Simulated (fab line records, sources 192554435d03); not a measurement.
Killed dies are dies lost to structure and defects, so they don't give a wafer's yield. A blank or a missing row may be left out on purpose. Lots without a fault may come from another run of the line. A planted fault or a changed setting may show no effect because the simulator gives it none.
Which tool did it? | flow n5_finfet | 13 lots, 36 wafers sampled, at 3 steps of a route of 1938

WHAT THE GAUGES READ, wafer by wafer
N5_BEOL_M10_INSPECT_58: inspects for defects (darkfield). Usual: raw_defect_count 75, standard deviation 28.
lot  | measured     | on                | raw_defect_count | flag
L790 | day 11 04:42 | defect_inspect-01 | 73 53 52         |
L792 | day 11 13:16 | defect_inspect-01 | 60 79            |
L794 | day 12 06:26 | defect_inspect-02 | 71 53            |
L793 | day 12 08:43 | defect_inspect-02 | 93 63            |
L797 | day 12 23:03 | defect_inspect-02 | 122 117 150      |
L796 | day 13 03:11 | defect_inspect-02 | 57 79 74         |
L798 | day 13 11:35 | defect_inspect-01 | 49 76 61         |
L803 | day 14 15:56 | defect_inspect-01 | 93 117 93        |
L801 | day 14 18:16 | defect_inspect-02 | 96 64 65         |
L804 | day 14 18:29 | defect_inspect-01 | 75 103 115       |
L806 | day 15 21:01 | defect_inspect-02 | 77 79 95         |
L811 | day 17 02:30 | defect_inspect-02 | 49 76 44         |
L810 | day 17 03:57 | defect_inspect-01 | 132 65 124       |

WHICH TOOL RAN EACH LOT (tool, then ch and the chambers of the sampled wafers, then the start)
lot  | N5_BEOL_M10_CURE_72           | N5_BEOL_M10_DEGAS_44
L790 | uv_cure-02 ch 1, day 11 01:44 | pvd_sputter-02, day 11 02:35
L792 | uv_cure-01 ch 1, day 11 10:34 | pvd_sputter-01, day 11 10:55
L794 | uv_cure-03 ch 1, day 12 04:13 | pvd_sputter-03, day 12 04:35
L793 | uv_cure-02 ch 2, day 12 04:46 | pvd_sputter-01, day 12 05:16
L797 | uv_cure-01 ch 2, day 12 20:30 | pvd_sputter-02, day 12 21:05
L796 | uv_cure-02 ch 1, day 13 01:06 | pvd_sputter-02, day 13 01:27
L798 | uv_cure-02 ch 1, day 13 08:10 | pvd_sputter-01, day 13 09:55
L803 | uv_cure-03 ch 1, day 14 10:53 | pvd_sputter-01, day 14 11:59
L801 | uv_cure-03 ch 0, day 14 13:34 | pvd_sputter-02, day 14 15:15
L804 | uv_cure-01 ch 0, day 14 14:14 | pvd_sputter-02, day 14 15:27
L806 | uv_cure-02 ch 0, day 15 15:16 | pvd_sputter-02, day 15 15:50
L811 | uv_cure-03 ch 0, day 16 19:37 | pvd_sputter-03, day 16 22:01
L810 | uv_cure-01 ch 0, day 17 00:20 | pvd_sputter-02, day 17 00:43
- N5_BEOL_M10_CURE_72: cures SiCOH lowk, time 120 s.
- N5_BEOL_M10_DEGAS_44: time 60 s.

WHAT THE TOOLS THEMSELVES READ (means of the sampled wafers that have a number; where no wafer has one, the mark that the record gives instead)
N5_BEOL_M10_CURE_72. Usual: lamp_power_pct 52.31 %, standard deviation 0.054; wafer_temp_C_max 371.7, standard deviation 0.61.
lot  | tool       | lamp_power_pct (%) | wafer_temp_C_max | flag
L790 | uv_cure-02 | 52.29              | 372.4            |
L792 | uv_cure-01 | 52.33              | 372.4            |
L794 | uv_cure-03 | 52.28              | 371.2            |
L793 | uv_cure-02 | 52.38              | 371.3            |
L797 | uv_cure-01 | 52.25              | 371.6            |
L796 | uv_cure-02 | 52.34              | 372.3            |
L798 | uv_cure-02 | 52.27              | 371.6            |
L803 | uv_cure-03 | 52.25              | 371.0            |
L801 | uv_cure-03 | 52.31              | 371.0            |
L804 | uv_cure-01 | 52.32              | 371.5            |
L806 | uv_cure-02 | 52.30              | 371.2            |
L811 | uv_cure-03 | 52.31              | 371.2            |
L810 | uv_cure-01 | 52.33              | 371.2            |

N5_BEOL_M10_DEGAS_44. Usual: heater_power_w 336 W, standard deviation 34.
lot  | tool           | heater_power_w (W) | flag
L790 | pvd_sputter-02 | 357                |
L792 | pvd_sputter-01 | 316                |
L794 | pvd_sputter-03 | 342                |
L793 | pvd_sputter-01 | 300                |
L797 | pvd_sputter-02 | 364                |
L796 | pvd_sputter-02 | 339                |
L798 | pvd_sputter-01 | 327                |
L803 | pvd_sputter-01 | 352                |
L801 | pvd_sputter-02 | 361                |
L804 | pvd_sputter-02 | 361                |
L806 | pvd_sputter-02 | 363                |
L811 | pvd_sputter-03 | 291                |
L810 | pvd_sputter-02 | 350                |

THE ANSWER, worked out from the rows above alone
Rule: a lot is off if the mean of its wafers that have a number lies more than 3 standard deviations from the usual mean. A lot without any number at a reading at which 4 lots or more have one is off too. The other lots that the step has rows for count as sound. The gauges are gone through in route order, then the tools' own readings, and for those a lot's mean is taken as printed above. The first step at which some lot is off is used, and at that step the reading that is off furthest; a lot without a number counts as furthest.
No lot is off at any reading shown: from this, nothing can be told.

WHAT THE SIMULATOR HAD PUT IN
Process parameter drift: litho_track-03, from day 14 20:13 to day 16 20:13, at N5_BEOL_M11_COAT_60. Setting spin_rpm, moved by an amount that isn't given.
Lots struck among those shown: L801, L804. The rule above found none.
